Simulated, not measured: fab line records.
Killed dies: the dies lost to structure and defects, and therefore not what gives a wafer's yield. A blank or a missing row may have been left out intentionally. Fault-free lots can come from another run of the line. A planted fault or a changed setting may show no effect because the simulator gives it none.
What tool caused it? + flow n5_finfet + 10 lots with 26 wafers sampled at 6 steps, on a route of 1938 steps

## WHAT THE GAUGES SHOWED, per wafer
N5_BEOL_M0_RS_MEAS_126: a four-point-probe measurement. Usual: M0_RS 0.524 ohm/sq, standard deviation 0.016.
| lot  | measured     | on            | M0_RS (ohm/sq)    | flag |
|------|--------------|---------------|-------------------|------|
| L389 | day 6 15:12  | film_metro-01 | 0.517 0.514       |      |
| L392 | day 7 10:22  | film_metro-02 | 0.534 0.535 0.508 |      |
| L394 | day 7 23:26  | film_metro-01 | 0.537 0.548 0.696 | OFF  |
| L396 | day 8 02:44  | film_metro-01 | 0.516 0.520 0.782 | OFF  |
| L400 | day 9 09:53  | film_metro-01 | 0.516 0.516       |      |
| L403 | day 9 21:18  | film_metro-01 | 0.520 0.531       |      |
| L406 | day 10 14:41 | film_metro-01 | 0.521 0.511 0.543 |      |
| L407 | day 10 21:11 | film_metro-01 | 0.522 0.517 0.524 |      |
| L408 | day 11 09:26 | film_metro-01 | 0.532 0.544 0.535 |      |
| L410 | day 11 19:20 | film_metro-01 | 0.498 0.513       |      |

N5_BEOL_M4_RC_MEAS_101. Usual: DIBL_N 36.3 mV/V, standard deviation 1.7; DIBL_P 36.0 mV/V, standard deviation 1.9; IOFF_N 0.156 nA/um, standard deviation 0.028; IOFF_P 0.21 nA/um, standard deviation 0.036; ION_N 675 uA/um, standard deviation 11; ION_P 463 uA/um, standard deviation 7.8; SS_N 71.6 mV/dec, standard deviation 0.59; SS_P 73.2 mV/dec, standard deviation 0.63; VT_N 250 mV, standard deviation 3.1; VT_P -251 mV, standard deviation 3.4.
| lot  | measured     | on        | DIBL_N (mV/V)  | DIBL_P (mV/V)  | IOFF_N (nA/um)    | IOFF_P (nA/um) | ION_N (uA/um) | ION_P (uA/um) | SS_N (mV/dec)  | SS_P (mV/dec)  | VT_N (mV)   | VT_P (mV)      | flag |
|------|--------------|-----------|----------------|----------------|-------------------|----------------|---------------|---------------|----------------|----------------|-------------|----------------|------|
| L389 | day 8 07:28  | prober-01 | 36.3 35.4      | 36.5 36.5      | 0.166 0.161       | 0.22 0.21      | 681 682       | 471 468       | 72.3 72.3      | 73.6 72.4      | 250 246     | -249 -252      |      |
| L392 | day 9 01:55  | prober-02 | 34.2 35.6 36.1 | 33.5 35.0 34.7 | 0.128 0.146 0.155 | 0.19 0.22 0.21 | 673 661 667   | 464 457 461   | 71.0 71.8 71.4 | 72.3 72.8 72.6 | 250 252 251 | -252 -249 -248 |      |
| L394 | day 9 18:32  | prober-01 | 37.0 37.8 36.4 | 37.0 38.1 35.9 | 0.159 0.195 0.144 | 0.22 0.26 0.20 | 675 691 662   | 461 475 458   | 71.3 71.4 72.1 | 73.8 73.9 73.5 | 248 245 250 | -247 -244 -249 |      |
| L396 | day 9 17:47  | prober-02 | 37.3 36.5 36.4 | 36.2 35.0 34.8 | 0.177 0.164 0.154 | 0.23 0.20 0.20 | 682 685 675   | 471 467 465   | 70.9 71.9 71.1 | 73.5 72.8 73.7 | 246 246 248 | -246 -251 -251 |      |
| L400 | day 11 10:50 | prober-02 | 36.5 37.8      | 35.3 36.9      | 0.171 0.193       | 0.25 0.27      | 693 691       | 481 480       | 72.3 72.7      | 73.4 74.0      | 246 246     | -245 -246      |      |
| L403 | day 11 15:56 | prober-01 | 40.2 36.7      | 41.1 37.4      | 0.209 0.144       | 0.23 0.17      | 693 678       | 466 462       | 72.1 70.8      | 74.6 72.9      | 249 253     | -250 -254      |      |
| L406 | day 12 16:44 | prober-02 | 34.3 35.0 38.6 | 33.0 33.9 39.0 | 0.118 0.126 0.200 | 0.17 0.17 0.26 | 655 660 683   | 451 457 467   | 70.8 71.0 71.6 | 72.6 72.8 74.1 | 254 254 245 | -255 -253 -248 |      |
| L407 | day 13 11:00 | prober-02 | 37.6 36.6 37.2 | 37.5 35.7 36.1 | 0.179 0.157 0.168 | 0.24 0.22 0.23 | 679 679 686   | 465 470 477   | 71.9 71.0 72.1 | 73.8 72.6 72.5 | 246 248 246 | -247 -249 -248 |      |
| L408 | day 13 10:44 | prober-01 | 36.7 34.6 36.0 | 35.2 33.2 34.7 | 0.144 0.118 0.136 | 0.20 0.18 0.20 | 683 669 680   | 471 463 471   | 71.3 70.9 71.5 | 73.2 72.8 72.8 | 250 254 252 | -248 -251 -249 |      |
| L410 | day 14 08:32 | prober-01 | 36.5 41.0      | 35.5 40.2      | 0.142 0.249       | 0.22 0.32      | 667 689       | 466 478       | 71.1 72.7      | 72.7 74.6      | 250 242     | -247 -245      |      |

## EACH LOT AND THE TOOL THAT RAN IT (in order: tool; ch and the chambers of the sampled wafers; start)
| lot  | N5_BEOL_M0_SAQP_ILD_DEP_01      | N5_BEOL_M0_ANNEAL_133        | N5_BEOL_M0_CMP_120            | N5_BEOL_M1_ILD_DEP_00           |
|------|---------------------------------|------------------------------|-------------------------------|---------------------------------|
| L389 | pecvd-02 ch 1, day 6 00:55      | pvd_sputter-03, day 6 13:32  | cmp-03 ch 1,2, day 6 14:25    | pecvd-01 ch 1,2, day 6 15:16    |
| L392 | pecvd-04 ch 1,2, day 6 21:34    | pvd_sputter-01, day 7 09:10  | cmp-03 ch 0,1,2, day 7 09:49  | pecvd-04 ch 0,1, day 7 10:26    |
| L394 | pecvd-04 ch 0,1,2, day 7 08:03  | pvd_sputter-02, day 7 22:13  | cmp-03 ch 0,1,2, day 7 22:55  | pecvd-01 ch 0,1,2, day 7 23:29  |
| L396 | pecvd-04 ch 0,1,2, day 7 16:06  | pvd_sputter-01, day 8 01:30  | cmp-03 ch 0,3, day 8 02:10    | pecvd-01 ch 0,1,2, day 8 02:47  |
| L400 | pecvd-02 ch 1,2, day 8 21:02    | pvd_sputter-03, day 9 08:34  | cmp-03 ch 0,2, day 9 09:27    | pecvd-01 ch 0,1, day 9 09:57    |
| L403 | pecvd-02 ch 0,1, day 9 08:30    | pvd_sputter-01, day 9 20:05  | cmp-04 ch 0,1, day 9 20:47    | pecvd-01 ch 0,2, day 9 21:23    |
| L406 | pecvd-03 ch 0,1, day 10 00:59   | pvd_sputter-02, day 10 13:16 | cmp-04 ch 1,2, day 10 13:58   | pecvd-01 ch 0,1,2, day 10 14:46 |
| L407 | pecvd-04 ch 0,1,2, day 10 08:54 | pvd_sputter-01, day 10 19:59 | cmp-03 ch 0,1,3, day 10 20:38 | pecvd-04 ch 0,1,2, day 10 21:15 |
| L408 | pecvd-04 ch 0,1,2, day 10 15:20 | pvd_sputter-02, day 11 08:13 | cmp-03 ch 1,2,3, day 11 08:58 | pecvd-02 ch 1,2, day 11 09:30   |
| L410 | pecvd-03 ch 0,1, day 11 03:37   | pvd_sputter-02, day 11 18:07 | cmp-01 ch 2,3, day 11 18:53   | pecvd-01 ch 0,2, day 11 19:25   |
- N5_BEOL_M0_SAQP_ILD_DEP_01: deposits SiOC from DEMS/O2, target thk 45.419 nm, time 8.7 s.
- N5_BEOL_M0_ANNEAL_133: time 60 s.
- N5_BEOL_M0_CMP_120: polishes, stops on SiOC, t overpolish 6.9 s.
- N5_BEOL_M1_ILD_DEP_00: deposits SiOC from DEMS/O2, target thk 79 nm, time 15.3 s.

## WHAT THE TOOLS THEMSELVES READ (means of the sampled wafers that have a number; where no wafer has one, the mark that the record gives instead)
N5_BEOL_M0_SAQP_ILD_DEP_01. Usual: heater_power_w 566 W, standard deviation 75; showerhead_plenum_p_Torr 5.696 Torr, standard deviation 0.019; showerhead_vpp_V 1349 V, standard deviation 51; susceptor_temp_C 350.00 C, standard deviation 0.2; throttle_valve_pct 12.0 %, standard deviation 0.51.
| lot  | tool     | heater_power_w (W) | showerhead_plenum_p_Torr (Torr) | showerhead_vpp_V (V) | susceptor_temp_C (C) | throttle_valve_pct (%) | flag |
|------|----------|--------------------|---------------------------------|----------------------|----------------------|------------------------|------|
| L389 | pecvd-02 | 564                | 5.715                           | 1398                 | 350.00               | 12.6                   |      |
| L392 | pecvd-04 | 599                | 5.703                           | 1333                 | 349.97               | 11.5                   |      |
| L394 | pecvd-04 | 594                | 5.690                           | 1351                 | 349.84               | 12.0                   |      |
| L396 | pecvd-04 | 598                | 5.689                           | 1330                 | 349.99               | 11.9                   |      |
| L400 | pecvd-02 | 538                | 5.694                           | 1330                 | 349.95               | 12.4                   |      |
| L403 | pecvd-02 | 507                | 5.712                           | 1386                 | 349.97               | 12.2                   |      |
| L406 | pecvd-03 | 603                | 5.693                           | 1423                 | 350.14               | 12.0                   |      |
| L407 | pecvd-04 | 583                | 5.687                           | 1332                 | 349.93               | 11.9                   |      |
| L408 | pecvd-04 | 555                | 5.694                           | 1338                 | 349.86               | 12.0                   |      |
| L410 | pecvd-03 | 556                | 5.684                           | 1426                 | 349.89               | 12.2                   |      |

N5_BEOL_M0_ANNEAL_133. Usual: heater_power_w 812 W, standard deviation 78; susceptor_temp_C 399.99 C, standard deviation 0.21.
| lot  | tool           | heater_power_w (W) | susceptor_temp_C (C) | flag |
|------|----------------|--------------------|----------------------|------|
| L389 | pvd_sputter-03 | 743                | 400.02               |      |
| L392 | pvd_sputter-01 | 810                | 400.05               |      |
| L394 | pvd_sputter-02 | 775                | 400.01               |      |
| L396 | pvd_sputter-01 | 850                | 399.73               |      |
| L400 | pvd_sputter-03 | 788                | 399.83               |      |
| L403 | pvd_sputter-01 | 764                | 400.01               |      |
| L406 | pvd_sputter-02 | 888                | 399.81               |      |
| L407 | pvd_sputter-01 | 855                | 399.96               |      |
| L408 | pvd_sputter-02 | 870                | 399.85               |      |
| L410 | pvd_sputter-02 | 838                | 400.00               |      |

N5_BEOL_M0_CMP_120. Usual: barrier_field_endpoint_s 3.67 s, standard deviation 0.11; motor_current_A 6.1 A, standard deviation 0.45; overpolish_run_s 6.901 s, standard deviation 0.0097; time_to_endpoint_s 63.8 s, standard deviation 2.8.
| lot  | tool   | barrier_field_endpoint_s (s) | motor_current_A (A) | overpolish_run_s (s) | time_to_endpoint_s (s) | flag |
|------|--------|------------------------------|---------------------|----------------------|------------------------|------|
| L389 | cmp-03 | 3.79                         | 6.7                 | 6.905                | 63.6                   |      |
| L392 | cmp-03 | 3.66                         | 6.6                 | 6.904                | 63.2                   |      |
| L394 | cmp-03 | 3.61                         | 6.5                 | 6.903                | 62.7                   |      |
| L396 | cmp-03 | 3.53                         | 6.2                 | 6.901                | 62.4                   |      |
| L400 | cmp-03 | 3.78                         | 6.5                 | 6.902                | 64.9                   |      |
| L403 | cmp-04 | 3.67                         | 6.1                 | 6.894                | 63.4                   |      |
| L406 | cmp-04 | 3.76                         | 6.1                 | 6.895                | 63.4                   |      |
| L407 | cmp-03 | 3.62                         | 6.4                 | 6.913                | 63.9                   |      |
| L408 | cmp-03 | 3.82                         | 6.7                 | 6.903                | 63.7                   |      |
| L410 | cmp-01 | 3.63                         | 6.0                 | 6.903                | 64.2                   |      |

N5_BEOL_M1_ILD_DEP_00. Usual: heater_power_w 513 W, standard deviation 97; showerhead_plenum_p_Torr 5.699 Torr, standard deviation 0.017; showerhead_vpp_V 1354 V, standard deviation 50; susceptor_temp_C 349.99 C, standard deviation 0.2; throttle_valve_pct 12.3 %, standard deviation 0.63.
| lot  | tool     | heater_power_w (W) | showerhead_plenum_p_Torr (Torr) | showerhead_vpp_V (V) | susceptor_temp_C (C) | throttle_valve_pct (%) | flag |
|------|----------|--------------------|---------------------------------|----------------------|----------------------|------------------------|------|
| L389 | pecvd-01 | 465                | 5.699                           | 1380                 | 350.04               | 12.5                   |      |
| L392 | pecvd-04 | 637                | 5.681                           | 1356                 | 349.89               | 12.6                   |      |
| L394 | pecvd-01 | 448                | 5.699                           | 1364                 | 350.10               | 12.6                   |      |
| L396 | pecvd-01 | 442                | 5.689                           | 1383                 | 350.06               | 12.5                   |      |
| L400 | pecvd-01 | 426                | 5.689                           | 1371                 | 350.11               | 13.1                   |      |
| L403 | pecvd-01 | 398                | 5.694                           | 1422                 | 349.95               | 12.2                   |      |
| L406 | pecvd-01 | 422                | 5.704                           | 1393                 | 349.87               | 12.6                   |      |
| L407 | pecvd-04 | 558                | 5.693                           | 1329                 | 350.07               | 12.1                   |      |
| L408 | pecvd-02 | 543                | 5.701                           | 1379                 | 349.86               | 12.3                   |      |
| L410 | pecvd-01 | 430                | 5.688                           | 1408                 | 350.02               | 12.2                   |      |

## THE ANSWER, worked out from the rows above alone
Rule: a lot is off if the mean of its wafers that have a number lies more than 3 standard deviations from the usual mean. Also off: a lot with no number at a reading for which 4 or more lots have one. Any other lot the step has rows for is counted as sound. After the gauges, taken in route order, come the tools' own readings; for these a lot's mean is taken, as printed above. At the first step where some lot is off, the reading lying furthest off is the one used; lots without a number count as furthest.
Off: at N5_BEOL_M0_RS_MEAS_126 (M0_RS), L394, L396.
A tool fits if, at a process step before that reading, it ran every lot that is off, and no sound lot after the first of them. Gauges at N5_BEOL_M0_RS_MEAS_126: tried the same way as those tools. No candidate that was tried fits.

## WHAT THE SIMULATOR HAD PUT IN
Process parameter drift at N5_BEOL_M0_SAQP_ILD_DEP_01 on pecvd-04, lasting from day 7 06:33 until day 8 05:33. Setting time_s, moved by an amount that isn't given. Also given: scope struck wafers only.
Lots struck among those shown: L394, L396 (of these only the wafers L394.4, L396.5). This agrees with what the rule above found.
